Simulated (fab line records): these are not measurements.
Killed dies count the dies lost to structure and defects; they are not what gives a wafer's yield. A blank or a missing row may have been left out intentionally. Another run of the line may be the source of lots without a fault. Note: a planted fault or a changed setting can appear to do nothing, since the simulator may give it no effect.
A lot that was struck, set against a sound lot ; flow nand harc ; 13 steps out of a route of 1159
Sound: the wafers L448.1, L448.3, L448.4. Wafers struck: L449.2, L449.3, L449.4. At the end, the cause is stated.
Order at every step that has rows: each side's tool, ch and its chambers, its first start. Under that, the readings that differ: sound wafers ; struck wafers ; difference of the means ; sigmas: that difference in standard deviations of wafers without a fault.
alike: readings with means less than 2 such deviations apart, plus words and numbers identical on both sides. not compared: withheld readings, readings lacking a value on some wafer, bounds such as >300 that could conceal the same value, and numbers that have no deviation in the record and whose values overlap.
The two part at a step that has a row with sigmas, a row that says differs or no value, or rows on one side only. Numbers that don't overlap but have no deviation are shown without sigmas and don't part them. Lack of a reading on every wafer of one side parts them only where that side has two or more wafers.

first, 1 step without rows for these wafers: NHARC_A_SLIT_SRD_20.
NHARC_A_SLIT_CD_MEAS_21:
  struck on cd sem-01, day 14 21:04; sound on cd sem-01, day 14 12:41
  alike: cd nm
then, 3 steps without rows for these wafers: NHARC_A_SIN_REMOVE_WET_00 (chemistry H3PO4, time 15300 s); NHARC_A_SIN_REMOVE_PRECLEAN_01 (cleans in SC1); NHARC_A_SIN_REMOVE_SRD_02.
NHARC_A_SIN_REMOVE_INSPECT_04:
  struck on defect inspect-01, day 15 04:46; sound on defect inspect-02, day 14 20:25
reading;sound;struck;difference;sigmas
raw defect count;249 360 200;360 493 449;+164;+2
NHARC_A_WL_FILL_ALD_00: deposits Al2O3, target thk 3 nm, pulse time 3 s, ald cycles 30.
  sound on ald hk-03 ch 0,2,3, day 14 22:41; struck on ald hk-01 ch 0,1,3, day 15 05:00
  alike: heater power w, precursor pulse height rel, susceptor temp C
NHARC_A_WL_FILL_RTA_01: time 5 s.
  sound on rtp anneal-01 ch 0, day 14 22:58; struck on rtp anneal-01 ch 0, day 15 05:18
  alike: lamp power pct, lamp_zone_5_pct, lamp_zone_7_pct, wafer_temp_C_max
NHARC_A_WL_FILL_ALD_02: deposits TiN, target thk 2 nm, pulse time 3 s, ald cycles 100.
  sound on ald metal-01 ch 0,1,2, day 14 23:13; struck on ald metal-01 ch 0,1,2, day 15 05:29
reading;sound;struck;difference;sigmas
susceptor temp C (C);449.62 450.30 450.04;- - -;no value on the struck wafers;
  alike: heater power w, precursor pulse height rel
NHARC_A_WL_FILL_CVD_03: deposits W, target thk 40 nm, time 3302 s.
  sound on cvd w-01 ch 0,1, day 15 03:01; struck on cvd w-02 ch 0,1, day 15 08:03
  alike: heater power w, susceptor temp C, throttle valve pct
NHARC_A_WL_FILL_ETCHBACK_04: etches the open film in NF3, target depth 60 nm, time 120 s.
  sound on rie metal-01 ch 0,1, day 15 06:19; struck on rie metal-01 ch 0,1, day 15 10:56
  no value came back on the struck wafers for chamber pressure mTorr (mTorr), drypump motor current A (A), oes product au (a.u.), time s (s); on the sound wafers chamber pressure mTorr (mTorr) reads 300.29 300.02 300.62
  not compared: rf hours counter h
NHARC_A_WL_FILL_ETCHBACK_05: etches the open film in Cl2/BCl3, target depth 22 nm, time 60 s.
  sound on rie metal-01 ch 0,1, day 15 06:34; struck on rie metal-01 ch 0,1, day 15 11:08
  alike: chamber pressure mTorr, drypump motor current A, oes product au
  not compared: rf hours counter h
-- record jumps: 5 days between struck wafers' starts before vs after; left off in module A_WL_FILL, resumes in module END, first step shown is number 1159 of the route --
NHARC_END_SORT_01:
  here the record holds rows for the struck wafers (prober-02 ch 0, day 20 06:21) but none for the sound ones

## WHERE THEY PART
First at NHARC_A_SIN_REMOVE_INSPECT_04; last, within this record, at NHARC_END_SORT_01.

WHY: whatever the simulator had introduced
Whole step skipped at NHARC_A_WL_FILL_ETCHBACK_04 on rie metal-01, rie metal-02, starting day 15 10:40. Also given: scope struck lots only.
